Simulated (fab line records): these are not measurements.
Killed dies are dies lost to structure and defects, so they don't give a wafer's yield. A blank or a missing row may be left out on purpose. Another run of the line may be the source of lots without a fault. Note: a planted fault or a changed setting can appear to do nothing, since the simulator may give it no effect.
fab line records + flow nand-harc
record:
- lots: 14
- wafers: 42
- last-day: 24
route steps=1159 shown P_BONDPAD@370 A_SOURCE_PLATE@415 END@1159
lots that met no fault: taken from a fault-free run of the same line
start-h: hours from the record's first day to the start of the lot's first wafer shown + wait-h: hours from the lot's prior step to this one + " the same as in the row above + L1.1+2: a row that stands for several wafers + - no value, or no start was given + * or withheld: withheld + < > ~ a bound
route shown NAME@n: names a module that has steps shown in the file, with the first one's number in the route + usual: the fault-free wafers' mean and standard deviation + same: alike in all rows + chamber/n: place in a boat + sites: the reading at each site + _std_site: standard deviation across them + _edge_site: outer sites' mean less inner sites' + radius-mm: how far each site lies from the wafer's centre + mask NAME#n: copy n + behind: the tool/chamber that last shaped the wafer + hold: reason for holding the lot/hours on hold/outcome of the hold + device: which transistor (n, p or np) failed to switch + end of line: the tests these same wafers got at the end of their route + a step with no rows: only its recipe + killed: count of dies lost to structure and defects at first sort (not the wafer's yield) + map: shows each die of a wafer: x if killed, . if not, _ if none is there
set.NAME: the setting as run; set.NAME@STEP: as run at that earlier step + model.NAME: the simulator's own value behind a step, which no gauge read
one table for each step of the route and one row for each wafer, over a sample of lots
services: the hour from which a tool's chamber was out of use, counted from the record's first day as start-h (under 0 if before that day), plus the number of hours and why
== steps ==
step: NHARC_P_BONDPAD_CD_MEAS_13
usual:
- cd-nm: 499.6/1.5
| lot.wafer | tool      | chamber | start-h | wait-h | cd-nm |
|-----------|-----------|---------|---------|--------|-------|
| L834.4    | cd-sem-02 | -       | 129.46  | -      | 500.8 |
| L834.5    | "         | -       | "       | "      | 500.4 |
| L834.6    | "         | -       | "       | "      | 500.1 |
| L835.4    | cd-sem-03 | -       | 144.37  | -      | 500.5 |
| L835.5    | "         | -       | "       | "      | 500.5 |
| L835.6    | "         | -       | "       | "      | 501.8 |
| L836.1    | cd-sem-01 | -       | 147.50  | -      | 498.7 |
| L836.3    | "         | -       | "       | "      | 500.3 |
| L836.4    | "         | -       | "       | "      | 498.4 |
| L837.1    | cd-sem-02 | -       | 148.34  | -      | 499.1 |
| L837.2    | "         | -       | "       | "      | 501.4 |
| L837.6    | "         | -       | "       | "      | 499.5 |
| L839.2    | cd-sem-01 | -       | 150.91  | -      | 500.0 |
| L839.5    | "         | -       | "       | "      | 499.2 |
| L839.6    | "         | -       | "       | "      | 499.6 |
| L838.1    | cd-sem-03 | -       | 158.25  | -      | 499.5 |
| L838.2    | "         | -       | "       | "      | 500.7 |
| L838.5    | "         | -       | "       | "      | 502.5 |
| L842.1    | cd-sem-01 | -       | 189.96  | -      | 497.5 |
| L842.4    | "         | -       | "       | "      | 497.7 |
| L842.5    | "         | -       | "       | "      | 499.6 |
| L849.1    | cd-sem-03 | -       | 227.13  | -      | 498.4 |
| L849.2    | "         | -       | "       | "      | 500.6 |
| L849.4    | "         | -       | "       | "      | 501.0 |
| L850.1    | cd-sem-03 | -       | 228.63  | -      | 499.3 |
| L850.3    | "         | -       | "       | "      | 495.9 |
| L850.6    | "         | -       | "       | "      | 496.8 |
| L852.2    | cd-sem-01 | -       | 234.25  | -      | 499.2 |
| L852.3    | "         | -       | "       | "      | 497.9 |
| L852.4    | "         | -       | "       | "      | 497.7 |
| L851.3    | cd-sem-01 | -       | 235.99  | -      | 498.5 |
| L851.4    | "         | -       | "       | "      | 498.3 |
| L851.6    | "         | -       | "       | "      | 498.5 |
| L855.1    | cd-sem-02 | -       | 254.33  | -      | 499.4 |
| L855.3    | "         | -       | "       | "      | 497.7 |
| L855.4    | "         | -       | "       | "      | 500.3 |
| L857.2    | cd-sem-03 | -       | 261.24  | -      | 501.5 |
| L857.4    | "         | -       | "       | "      | 500.5 |
| L857.5    | "         | -       | "       | "      | 501.1 |
| L856.2    | cd-sem-03 | -       | 263.00  | -      | 497.5 |
| L856.4    | "         | -       | "       | "      | 496.9 |
| L856.6    | "         | -       | "       | "      | 497.1 |
step: NHARC_P_BONDPAD_PVD_17
recipe:
- target-thk-a: 50
- bias-v: 168.6
- power-w: 15000
- chamber-pressure-pa: 0.12
- time-s: 8.06
- substrate-temp-c: 50
- material: TaN
usual:
- throttle-valve-pct: 30.3/1.1
| lot.wafer | tool           | chamber | start-h | wait-h | throttle-valve-pct |
|-----------|----------------|---------|---------|--------|--------------------|
| L834.4    | pvd-sputter-03 | -       | -       | -      | 31.3               |
| L834.6    | "              | -       | "       | "      | 29.2               |
| L834.5    | "              | -       | "       | "      | 31.6               |
| L835.4    | pvd-sputter-03 | -       | -       | -      | 31.4               |
| L835.6    | "              | -       | "       | "      | 29.4               |
| L835.5    | "              | -       | "       | "      | 31.2               |
| L836.4    | pvd-sputter-03 | -       | -       | -      | 30.4               |
| L836.3    | "              | -       | "       | "      | 29.5               |
| L836.1    | "              | -       | "       | "      | 31.7               |
| L837.1    | pvd-sputter-01 | -       | -       | -      | 30.1               |
| L837.2    | "              | -       | "       | "      | 27.5               |
| L837.6    | "              | -       | "       | "      | 30.2               |
| L839.2    | pvd-sputter-02 | -       | -       | -      | 30.5               |
| L839.5    | "              | -       | "       | "      | 28.4               |
| L839.6    | "              | -       | "       | "      | 30.6               |
| L838.2    | pvd-sputter-02 | -       | -       | -      | 31.3               |
| L838.1    | "              | -       | "       | "      | 30.8               |
| L838.5    | "              | -       | "       | "      | 31.3               |
| L842.4    | pvd-sputter-01 | -       | -       | -      | 30.1               |
| L842.1    | "              | -       | "       | "      | 29.8               |
| L842.5    | "              | -       | "       | "      | 28.1               |
| L849.4    | pvd-sputter-02 | -       | -       | -      | 28.8               |
| L849.2    | "              | -       | "       | "      | 30.9               |
| L849.1    | "              | -       | "       | "      | 31.1               |
| L850.3    | pvd-sputter-01 | -       | -       | -      | 31.6               |
| L850.1    | "              | -       | "       | "      | 29.8               |
| L850.6    | "              | -       | "       | "      | 31.9               |
| L852.4    | pvd-sputter-03 | -       | -       | -      | 31.7               |
| L852.3    | "              | -       | "       | "      | 30.2               |
| L852.2    | "              | -       | "       | "      | 29.2               |
| L851.4    | pvd-sputter-02 | -       | -       | -      | 30.7               |
| L851.3    | "              | -       | "       | "      | 29.4               |
| L851.6    | "              | -       | "       | "      | 30.9               |
| L855.1    | pvd-sputter-02 | -       | -       | -      | 29.3               |
| L855.3    | "              | -       | "       | "      | 31.0               |
| L855.4    | "              | -       | "       | "      | 30.2               |
| L857.4    | pvd-sputter-03 | -       | -       | -      | 31.6               |
| L857.2    | "              | -       | "       | "      | 31.5               |
| L857.5    | "              | -       | "       | "      | 29.5               |
| L856.2    | pvd-sputter-02 | -       | -       | -      | 31.1               |
| L856.4    | "              | -       | "       | "      | 30.2               |
| L856.6    | "              | -       | "       | "      | 31.1               |
step: NHARC_A_SOURCE_PLATE_OXIDE_02
recipe:
- target-thk-a: 100
- temp-c: 900
- ox-time-s: 1362
- material: SiO2
usual:
- ox-temp-c: 900.0/0.43
- ox-time-s: 1362/0
- zone-power-centre-pct: 19.9/0.43
| lot.wafer | tool       | chamber | start-h | wait-h | ox-temp-c | ox-time-s | zone-power-centre-pct |
|-----------|------------|---------|---------|--------|-----------|-----------|-----------------------|
| L834.4    | furnace-04 | 0       | 138.34  | -      | 899.7     | 1362      | 19.5                  |
| L834.5    | "          | 0       | "       | "      | 898.9     | 1362      | 19.4                  |
| L834.6    | "          | 0       | "       | "      | 899.6     | 1362      | 19.5                  |
| L835.4    | furnace-01 | 0       | 152.78  | -      | 899.2     | 1362      | 20.3                  |
| L835.5    | "          | 0       | "       | "      | 900.0     | 1362      | 19.9                  |
| L835.6    | "          | 0       | "       | "      | 899.8     | 1362      | 20.3                  |
| L836.1    | furnace-01 | 0       | 152.78  | -      | 900.5     | 1362      | 20.2                  |
| L836.3    | "          | 0       | "       | "      | 900.2     | 1362      | 20.1                  |
| L836.4    | "          | 0       | "       | "      | 900.7     | 1362      | 20.1                  |
| L837.1    | furnace-01 | 0       | 156.63  | -      | 900.3     | 1362      | 19.8                  |
| L837.2    | "          | 0       | "       | "      | 899.7     | 1362      | 20.5                  |
| L837.6    | "          | 0       | "       | "      | 900.0     | 1362      | 20.1                  |
| L839.2    | furnace-01 | -       | 156.63  | -      | -         | -         | -                     |
| L839.5    | "          | -       | "       | "      | -         | -         | -                     |
| L839.6    | "          | -       | "       | "      | -         | -         | -                     |
| L839.2    | furnace-01 | 0       | 160.58  | 0.3    | 900.0     | 1362      | 20.3                  |
| L839.5    | "          | 0       | "       | "      | 899.9     | 1362      | 19.9                  |
| L839.6    | "          | 0       | "       | "      | 899.9     | 1362      | 20.2                  |
| L838.1    | furnace-04 | 0       | 167.33  | -      | 900.0     | 1362      | 19.2                  |
| L838.2    | "          | 0       | "       | "      | 900.5     | 1362      | 19.4                  |
| L838.5    | "          | 0       | "       | "      | 900.7     | 1362      | 19.0                  |
| L838.1    | furnace-04 | 0       | 174.76  | 3.7    | 899.7     | 1362      | 19.4                  |
| L838.2    | "          | 0       | "       | "      | 899.8     | 1362      | 19.0                  |
| L838.5    | "          | 0       | "       | "      | 900.0     | 1362      | 19.5                  |
| L842.1    | furnace-01 | 0       | 198.34  | -      | 899.7     | 1362      | 20.6                  |
| L842.4    | "          | 0       | "       | "      | 899.6     | 1362      | 20.3                  |
| L842.5    | "          | 0       | "       | "      | 899.7     | 1362      | 19.9                  |
| L849.1    | furnace-01 | -       | 237.39  | -      | -         | -         | -                     |
| L849.2    | "          | -       | "       | "      | -         | -         | -                     |
| L849.4    | "          | -       | "       | "      | -         | -         | -                     |
| L849.1    | furnace-01 | 0       | 241.33  | 0.3    | 900.3     | 1362      | 20.4                  |
| L849.2    | "          | 0       | "       | "      | 900.7     | 1362      | 20.3                  |
| L849.4    | "          | 0       | "       | "      | 900.5     | 1362      | 20.3                  |
| L850.1    | furnace-01 | 0       | 237.39  | -      | 899.4     | 1362      | 20.3                  |
| L850.3    | "          | 0       | "       | "      | 899.6     | 1362      | 20.5                  |
| L850.6    | "          | 0       | "       | "      | 899.5     | 1362      | 20.0                  |
| L851.3    | furnace-01 | 0       | 242.63  | -      | 899.9     | 1362      | 20.4                  |
| L851.4    | "          | 0       | "       | "      | 899.9     | 1362      | 20.1                  |
| L851.6    | "          | 0       | "       | "      | 900.4     | 1362      | 20.0                  |
| L852.2    | furnace-01 | 0       | 242.63  | -      | 900.2     | 1362      | 20.3                  |
| L852.3    | "          | 0       | "       | "      | 899.9     | 1362      | 20.4                  |
| L852.4    | "          | 0       | "       | "      | 900.3     | 1362      | 20.2                  |
| L855.1    | furnace-02 | 0       | 261.70  | -      | 900.4     | 1362      | 19.9                  |
| L855.3    | "          | 0       | "       | "      | 900.2     | 1362      | 19.7                  |
| L855.4    | "          | 0       | "       | "      | 899.7     | 1362      | 20.1                  |
| L856.2    | furnace-02 | 0       | 269.33  | -      | 900.3     | 1362      | 19.6                  |
| L856.4    | "          | 0       | "       | "      | 900.4     | 1362      | 19.9                  |
| L856.6    | "          | 0       | "       | "      | 899.9     | 1362      | 20.0                  |
| L857.2    | furnace-02 | 0       | 269.33  | -      | 899.3     | 1362      | 19.8                  |
| L857.4    | "          | 0       | "       | "      | 899.3     | 1362      | 20.0                  |
| L857.5    | "          | 0       | "       | "      | 899.9     | 1362      | 19.7                  |
step: NHARC_A_SOURCE_PLATE_THK_MEAS_09
recipe:
- thk-meas-gauge: ellipsometry
usual:
- thk-nm: 9.6/1
| lot.wafer | tool          | chamber | start-h | wait-h | thk-nm |
|-----------|---------------|---------|---------|--------|--------|
| L834.4    | film-metro-01 | -       | 142.39  | 0.4    | 10.2   |
| L834.5    | "             | -       | "       | "      | 7.2    |
| L834.6    | "             | -       | "       | "      | 10.6   |
| L836.1    | film-metro-02 | -       | 156.82  | 0.4    | 8.7    |
| L836.3    | "             | -       | "       | "      | 11.1   |
| L836.4    | "             | -       | "       | "      | 8.7    |
| L835.4    | film-metro-01 | -       | 156.83  | 0.4    | 9.5    |
| L835.5    | "             | -       | "       | "      | 11.3   |
| L835.6    | "             | -       | "       | "      | 9.7    |
| L837.1    | film-metro-02 | -       | 160.68  | 0.4    | 9.3    |
| L837.2    | "             | -       | "       | "      | 10.0   |
| L837.6    | "             | -       | "       | "      | 9.1    |
| L839.2    | film-metro-01 | -       | 164.97  | 0.7    | 14.7   |
| L839.5    | "             | -       | "       | "      | 15.8   |
| L839.6    | "             | -       | "       | "      | 13.1   |
| L838.1    | film-metro-01 | -       | 179.23  | 0.7    | 15.0   |
| L838.2    | "             | -       | "       | "      | 14.1   |
| L838.5    | "             | -       | "       | "      | 14.6   |
| L842.1    | film-metro-01 | -       | 202.40  | 0.4    | 8.5    |
| L842.4    | "             | -       | "       | "      | 11.6   |
| L842.5    | "             | -       | "       | "      | 9.7    |
| L850.1    | film-metro-02 | -       | 241.45  | 0.4    | 10.7   |
| L850.3    | "             | -       | "       | "      | 9.2    |
| L850.6    | "             | -       | "       | "      | 10.9   |
| L849.1    | film-metro-02 | -       | 245.73  | 0.7    | 14.5   |
| L849.2    | "             | -       | "       | "      | 16.0   |
| L849.4    | "             | -       | "       | "      | 14.8   |
| L852.2    | film-metro-02 | -       | 246.62  | 0.4    | 8.8    |
| L852.3    | "             | -       | "       | "      | 9.5    |
| L852.4    | "             | -       | "       | "      | 8.8    |
| L851.3    | film-metro-01 | -       | 246.62  | 0.4    | 11.2   |
| L851.4    | "             | -       | "       | "      | 11.1   |
| L851.6    | "             | -       | "       | "      | 9.7    |
| L855.1    | film-metro-01 | -       | 265.77  | 0.4    | 9.3    |
| L855.3    | "             | -       | "       | "      | 10.3   |
| L855.4    | "             | -       | "       | "      | 10.1   |
| L857.2    | film-metro-01 | -       | 273.39  | 0.4    | 8.2    |
| L857.4    | "             | -       | "       | "      | 8.3    |
| L857.5    | "             | -       | "       | "      | 10.9   |
| L856.2    | film-metro-02 | -       | 273.39  | 0.4    | 10.5   |
| L856.4    | "             | -       | "       | "      | 9.7    |
| L856.6    | "             | -       | "       | "      | 9.3    |
step: NHARC_A_SOURCE_PLATE_INSPECT_08
usual:
- raw-defect-count: 69/26
| lot.wafer | tool              | chamber | start-h | wait-h | raw-defect-count |
|-----------|-------------------|---------|---------|--------|------------------|
| L834.4    | defect-inspect-01 | -       | 155.25  | 0.0    | 112              |
| L834.5    | "                 | -       | "       | "      | 72               |
| L834.6    | "                 | -       | "       | "      | 99               |
| L836.1    | defect-inspect-02 | -       | 170.02  | 0.0    | 45               |
| L836.3    | "                 | -       | "       | "      | 93               |
| L836.4    | "                 | -       | "       | "      | 63               |
| L835.4    | defect-inspect-01 | -       | 170.03  | 0.0    | 56               |
| L835.5    | "                 | -       | "       | "      | 52               |
| L835.6    | "                 | -       | "       | "      | 51               |
| L837.1    | defect-inspect-01 | -       | 174.70  | 0.0    | 58               |
| L837.2    | "                 | -       | "       | "      | 91               |
| L837.6    | "                 | -       | "       | "      | 55               |
| L839.2    | defect-inspect-02 | -       | 174.70  | 0.0    | 57               |
| L839.5    | "                 | -       | "       | "      | 61               |
| L839.6    | "                 | -       | "       | "      | 57               |
| L838.1    | defect-inspect-01 | -       | 187.03  | 0.0    | 78               |
| L838.2    | "                 | -       | "       | "      | 138              |
| L838.5    | "                 | -       | "       | "      | 104              |
| L842.1    | defect-inspect-01 | -       | 215.52  | 0.0    | 68               |
| L842.4    | "                 | -       | "       | "      | 99               |
| L842.5    | "                 | -       | "       | "      | 92               |
| L851.3    | defect-inspect-02 | -       | 257.79  | 0.0    | 88               |
| L851.4    | "                 | -       | "       | "      | 37               |
| L851.6    | "                 | -       | "       | "      | 45               |
| L852.2    | defect-inspect-01 | -       | 257.80  | 0.0    | 48               |
| L852.3    | "                 | -       | "       | "      | 39               |
| L852.4    | "                 | -       | "       | "      | 54               |
| L849.1    | defect-inspect-01 | -       | 257.81  | 0.0    | 97               |
| L849.2    | "                 | -       | "       | "      | 82               |
| L849.4    | "                 | -       | "       | "      | 76               |
| L850.1    | defect-inspect-02 | -       | 257.83  | 0.0    | 66               |
| L850.3    | "                 | -       | "       | "      | 52               |
| L850.6    | "                 | -       | "       | "      | 41               |
| L855.1    | defect-inspect-02 | -       | 279.95  | 0.0    | 61               |
| L855.3    | "                 | -       | "       | "      | 70               |
| L855.4    | "                 | -       | "       | "      | 39               |
| L856.2    | defect-inspect-02 | -       | 286.84  | 0.0    | 79               |
| L856.4    | "                 | -       | "       | "      | 92               |
| L856.6    | "                 | -       | "       | "      | 50               |
| L857.2    | defect-inspect-01 | -       | 286.84  | 0.0    | 60               |
| L857.4    | "                 | -       | "       | "      | 65               |
| L857.5    | "                 | -       | "       | "      | 48               |
step: NHARC_END_SORT_01
recipe:
- temp-c: 25
usual:
- killed-at-array: 27/11
- killed-at-other: 0.8/1.1
- killed-at-periphery: 2.8/1.9
- killed-dies: 30/11
- killed-open: 3.3/1.8
- killed-short: 2.3/1.5
same:
- gross-dies: 677
| lot.wafer | tool      | chamber | start-h | wait-h | killed-at-array | killed-at-other | killed-at-periphery | killed-dies | killed-open | killed-short |
|-----------|-----------|---------|---------|--------|-----------------|-----------------|---------------------|-------------|-------------|--------------|
| L838.5    | prober-02 | 0       | 464.13  | 3.7    | 20              | 0               | 4                   | 24          | 1           | 3            |
killed by level:class
L838.5 A_CHANNEL_HOLE_D1:chamber-film-flake=7 A_SLIT:chamber-film-flake=4 A_CONTACT:chamber-film-flake=4 P_STI:chamber-film-flake=3 A_ONON_D1:geometric-particle:short=1 A_CHANNEL_HOLE_D1:geometric-particle:open=1 A_WL_FILL:geometric-particle:short=1 A_M1:geometric-particle:short=1
== services ==
| tool           | chamber | start-h | hours | kind   |
|----------------|---------|---------|-------|--------|
| furnace-02     | -       | 110.01  | 26.0  | pm     |
| pvd-sputter-01 | -       | 158.00  | 10.0  | pm     |
| pvd-sputter-02 | -       | 214.00  | 10.0  | pm     |
| pvd-sputter-03 | -       | 221.53  | 4.7   | repair |
| pvd-sputter-03 | -       | 237.53  | 4.9   | repair |
== key ==
first-sign:
- step: NHARC_A_SOURCE_PLATE_OXIDE_02
- reading: visit
- direction: added
effect:
- step: NHARC_A_SOURCE_PLATE_OXIDE_02
- reading: tool-record
- direction: missing
effect:
- step: NHARC_A_SOURCE_PLATE_THK_MEAS_09
- reading: thk-nm
- direction: up
- sigmas: 5.1
- usual: 9.6
- struck: 14.7
met-at NHARC_A_SOURCE_PLATE_OXIDE_02
struck-lots L838,L839,L849
tester-left-out L838,L839,L849
not-acting-at NHARC_P_BONDPAD_CD_MEAS_13,NHARC_P_BONDPAD_PVD_17,NHARC_A_SOURCE_PLATE_INSPECT_08
fault:
- kind: repeated-step-whole
- tool: furnace-01,furnace-02,furnace-04
- chamber: -
- onset-h: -
- steps: NHARC_A_SOURCE_PLATE_OXIDE_02
- times: 1
- scope: struck-lots-only
tester-left-out: of these lots the tester's yield and bins aren't shown, on N5 and GAA mostly nor the transistor test; their killed dies are dies lost to structure and defects alone, not to doping, threshold or leakage, so they don't give the yield
